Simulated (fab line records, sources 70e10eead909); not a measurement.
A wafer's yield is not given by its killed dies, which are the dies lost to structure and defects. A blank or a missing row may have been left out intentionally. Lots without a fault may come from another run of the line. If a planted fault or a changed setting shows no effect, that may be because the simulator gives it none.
Chamber matching	flow nand harc	NHARC_A_WL_FILL_ALD_19 on ald metal-01: 4 sister chambers
The step deposits TiN, target thk 2 nm, pulse time 3 s, ald cycles 100. 16 wafers are shown with their chamber, then 8 later ones without.

EACH WAFER AND ITS CHAMBER
wafer	chamber	heater power w (W)	heater power outer w (W)	precursor pulse height rel
L082.2	1	1080	651	1.003
L082.4	2	939	610	1.002
L082.5	1	1064	653	1.034
L084.3	2	957	604	0.994
L084.5	0	1202	759	0.982
L084.6	1	1067	647	1.029
L085.3	1	1055	640	1.018
L085.4	2	942	638	0.983
L085.5	2	941	615	1.016
L088.1	1	1078	645	1.039
L088.3	0	1186	747	0.993
L088.6	3	1178	715	0.991
L090.2	1	1112	648	1.019
L090.3	2	950	614	1.005
L090.6	2	969	618	0.990
L092.1	1	1089	657	1.013

SIGNATURES (averages over the wafers above)
reading	chamber 0	chamber 1	chamber 2	chamber 3	scatter within a chamber
heater power w	1194.00	1077.86	949.67	1178.00	15.6
heater power outer w	753.00	648.71	616.50	715.00	8.8
precursor pulse height rel	0.98750	1.02214	0.99833	0.99100	0.0119
Rule: distance of a wafer from a chamber = root of the sum over the readings of ((wafer's reading minus chamber's mean) / reading's scatter) squared. The wafer belongs to the nearest chamber; if the next one is less than 2 further off, it can't be placed. The scatter is the square root of a quotient: the sum, over the shown wafers, of each reading's squared deviation from its chamber's mean, divided by wafers minus chambers.

WAFERS MISSING THEIR CHAMBER
wafer	heater power w (W)	heater power outer w (W)	precursor pulse height rel
L092.2	959	625	0.970
L092.5	930	626	1.023
L094.1	1063	649	0.974
L094.2	1203	740	1.020
L094.5	1200	784	1.005
L095.2	1178	739	1.007
L095.4	1191	713	0.971
L095.5	929	635	0.936

CHAMBER TAKEN BY EACH
wafer	from the rows above	in truth
L092.2	2	2
L092.5	2	2
L094.1	1	1
L094.2	can't be placed: 0 or 3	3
L094.5	0	0
L095.2	can't be placed: 0 or 3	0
L095.4	3	3
L095.5	2	2
Placed correctly: 6 of 8. Can't be placed from these rows: 2 (the true chamber is among the candidates in 2). Wrongly placed: 0.
